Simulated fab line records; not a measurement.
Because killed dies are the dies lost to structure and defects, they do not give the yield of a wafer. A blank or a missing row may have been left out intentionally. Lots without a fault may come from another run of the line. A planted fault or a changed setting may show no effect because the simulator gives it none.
Split-lot experiment / flow n5-finfet / 39 wafers read from 7 lots, route of 1938 steps

## ON THE SPLIT
At N5_DUMMY_GATE_ETCH_37 (etches SOC in N2/H2, target depth 60 nm, overetch 30 nm), the setting source-w was moved away from the recipe's 840 W on 15 of the 39 wafers read, by -17.4% to +15.0%. All remaining wafers had this setting at the recipe value.

The reading comes from the split's own step.

## THE READING
rf-vpp-V, in V, at N5_DUMMY_GATE_ETCH_37 (etches SOC in N2/H2, target depth 60 nm, overetch 30 nm). Fault-free wafers of this fab line usually give 523.5 V, standard deviation 2.7 V.

wafer=L074.1; tool, chamber at the split=rie-diel-06, 0; source-w as run, W=840; against the recipe=recipe; rf-vpp-V, V=522.3; against lot-mates on the recipe=-
wafer=L074.2; tool, chamber at the split=rie-diel-06, 3; source-w as run, W=700.8; against the recipe=-16.6%; rf-vpp-V, V=556.7; against lot-mates on the recipe=+32.3
wafer=L074.3; tool, chamber at the split=rie-diel-06, 2; source-w as run, W=700.8; against the recipe=-16.6%; rf-vpp-V, V=551.6; against lot-mates on the recipe=+27.2
wafer=L074.4; tool, chamber at the split=rie-diel-06, 1; source-w as run, W=840; against the recipe=recipe; rf-vpp-V, V=526.4; against lot-mates on the recipe=-
wafer=L074.5; tool, chamber at the split=rie-diel-06, 2; source-w as run, W=700.8; against the recipe=-16.6%; rf-vpp-V, V=551.7; against lot-mates on the recipe=+27.3
wafer=L074.6; tool, chamber at the split=rie-diel-06, 1; source-w as run, W=840; against the recipe=recipe; rf-vpp-V, V=524.6; against lot-mates on the recipe=-
wafer=L075.1; tool, chamber at the split=rie-diel-02, 2; source-w as run, W=840; against the recipe=recipe; rf-vpp-V, V=523.7; against lot-mates on the recipe=-
wafer=L075.2; tool, chamber at the split=rie-diel-02, 1; source-w as run, W=840; against the recipe=recipe; rf-vpp-V, V=528.0; against lot-mates on the recipe=-
wafer=L075.3; tool, chamber at the split=rie-diel-02, 3; source-w as run, W=840; against the recipe=recipe; rf-vpp-V, V=521.0; against lot-mates on the recipe=-
wafer=L075.4; tool, chamber at the split=rie-diel-02, 0; source-w as run, W=693.7; against the recipe=-17.4%; rf-vpp-V, V=555.7; against lot-mates on the recipe=+31.5
wafer=L075.5; tool, chamber at the split=rie-diel-02, 0; source-w as run, W=693.7; against the recipe=-17.4%; rf-vpp-V, V=556.2; against lot-mates on the recipe=+32.0
wafer=L075.6; tool, chamber at the split=rie-diel-02, 3; source-w as run, W=693.7; against the recipe=-17.4%; rf-vpp-V, V=556.3; against lot-mates on the recipe=+32.1
wafer=L076.1; tool, chamber at the split=rie-diel-06, 0; source-w as run, W=840; against the recipe=recipe; rf-vpp-V, V=524.4; against lot-mates on the recipe=-
wafer=L076.2; tool, chamber at the split=rie-diel-06, 3; source-w as run, W=840; against the recipe=recipe; rf-vpp-V, V=524.0; against lot-mates on the recipe=-
wafer=L076.3; tool, chamber at the split=rie-diel-06, 1; source-w as run, W=936.5; against the recipe=+11.5%; rf-vpp-V, V=505.7; against lot-mates on the recipe=-16.4
wafer=L076.4; tool, chamber at the split=rie-diel-06, 2; source-w as run, W=840; against the recipe=recipe; rf-vpp-V, V=518.0; against lot-mates on the recipe=-
wafer=L076.5; tool, chamber at the split=rie-diel-06, 3; source-w as run, W=936.5; against the recipe=+11.5%; rf-vpp-V, V=504.5; against lot-mates on the recipe=-17.6
wafer=L076.6; tool, chamber at the split=rie-diel-06, 2; source-w as run, W=936.5; against the recipe=+11.5%; rf-vpp-V, V=500.6; against lot-mates on the recipe=-21.5
wafer=L077.1; tool, chamber at the split=rie-diel-06, 1; source-w as run, W=840; against the recipe=recipe; rf-vpp-V, V=525.9; against lot-mates on the recipe=-
wafer=L077.2; tool, chamber at the split=rie-diel-06, 3; source-w as run, W=840; against the recipe=recipe; rf-vpp-V, V=524.0; against lot-mates on the recipe=-
wafer=L077.3; tool, chamber at the split=rie-diel-06, 2; source-w as run, W=840; against the recipe=recipe; rf-vpp-V, V=518.9; against lot-mates on the recipe=-
wafer=L077.4; tool, chamber at the split=rie-diel-06, 0; source-w as run, W=966; against the recipe=+15.0%; rf-vpp-V, V=499.5; against lot-mates on the recipe=-23.4
wafer=L077.5; tool, chamber at the split=rie-diel-06, 1; source-w as run, W=966; against the recipe=+15.0%; rf-vpp-V, V=500.7; against lot-mates on the recipe=-22.2
wafer=L077.6; tool, chamber at the split=rie-diel-06, 0; source-w as run, W=966; against the recipe=+15.0%; rf-vpp-V, V=498.6; against lot-mates on the recipe=-24.3
wafer=L086.1; tool, chamber at the split=rie-diel-03, 0; source-w as run, W=723.2; against the recipe=-13.9%; rf-vpp-V, V=551.6; against lot-mates on the recipe=+26.0
wafer=L086.2; tool, chamber at the split=rie-diel-03, 2; source-w as run, W=723.2; against the recipe=-13.9%; rf-vpp-V, V=553.7; against lot-mates on the recipe=+28.1
wafer=L086.3; tool, chamber at the split=rie-diel-03, 3; source-w as run, W=840; against the recipe=recipe; rf-vpp-V, V=526.1; against lot-mates on the recipe=-
wafer=L086.4; tool, chamber at the split=rie-diel-03, 3; source-w as run, W=723.2; against the recipe=-13.9%; rf-vpp-V, V=554.1; against lot-mates on the recipe=+28.5
wafer=L086.5; tool, chamber at the split=rie-diel-03, 2; source-w as run, W=840; against the recipe=recipe; rf-vpp-V, V=527.4; against lot-mates on the recipe=-
wafer=L086.6; tool, chamber at the split=rie-diel-03, 0; source-w as run, W=840; against the recipe=recipe; rf-vpp-V, V=523.4; against lot-mates on the recipe=-
wafer=L089.1; tool, chamber at the split=rie-diel-02, 0; source-w as run, W=840; against the recipe=recipe; rf-vpp-V, V=522.0; against lot-mates on the recipe=-
wafer=L089.3; tool, chamber at the split=rie-diel-02, 3; source-w as run, W=840; against the recipe=recipe; rf-vpp-V, V=521.1; against lot-mates on the recipe=-
wafer=L089.6; tool, chamber at the split=rie-diel-02, 0; source-w as run, W=840; against the recipe=recipe; rf-vpp-V, V=521.2; against lot-mates on the recipe=-
wafer=L097.1; tool, chamber at the split=rie-diel-02, 2; source-w as run, W=840; against the recipe=recipe; rf-vpp-V, V=523.3; against lot-mates on the recipe=-
wafer=L097.2; tool, chamber at the split=rie-diel-02, 0; source-w as run, W=840; against the recipe=recipe; rf-vpp-V, V=521.6; against lot-mates on the recipe=-
wafer=L097.3; tool, chamber at the split=rie-diel-02, 3; source-w as run, W=840; against the recipe=recipe; rf-vpp-V, V=519.9; against lot-mates on the recipe=-
wafer=L097.4; tool, chamber at the split=rie-diel-02, 1; source-w as run, W=840; against the recipe=recipe; rf-vpp-V, V=527.3; against lot-mates on the recipe=-
wafer=L097.5; tool, chamber at the split=rie-diel-02, 3; source-w as run, W=840; against the recipe=recipe; rf-vpp-V, V=520.9; against lot-mates on the recipe=-
wafer=L097.6; tool, chamber at the split=rie-diel-02, 0; source-w as run, W=840; against the recipe=recipe; rf-vpp-V, V=521.8; against lot-mates on the recipe=-

THE FIT
A straight line over all 39 wafers: rf-vpp-V changes by -1.82 V for each +1% of source-w; r = -0.99; the points scatter about the line by 2.8 V.
The same after taking each lot's own level away (the mean of its wafers on the recipe; 39 wafers): -1.74 V for each +1%; r = -0.99; scatter 2.4 V.
On that fit, the largest move of source-w shifts the reading by 30 V.
From 521.43 to 525.63 V: that is the span of the lots' own levels, equal to 1.6 times the standard deviation above.
The two slopes agree, so the slope changes little with the lot-to-lot level.
Check: +31 V against its lot-mates is what the line predicts for one of the wafers moved furthest among these (-17.4%) when that wafer is left out of the fit. It came out at +31.5 V against them.
Tool readings at the split's step, against how far the setting was moved: rf-vpp-V r = -0.99.

## OTHER SPLITS APPLIED TO THESE WAFERS
Other splits were also applied to these wafers ahead of the reading. Each is held against what the fit with the lots' levels taken away leaves over:
other split on the same wafers=N5_FIN_SAQP_ETCH_52 source-w; wafers away from the commonest value=15; r with rf-vpp-V (lot level and that fit taken away)=+0.23

## THE FILE'S OWN FIT
rf-vpp-V changes by -1.75 V for each +1% of source-w, r = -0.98.
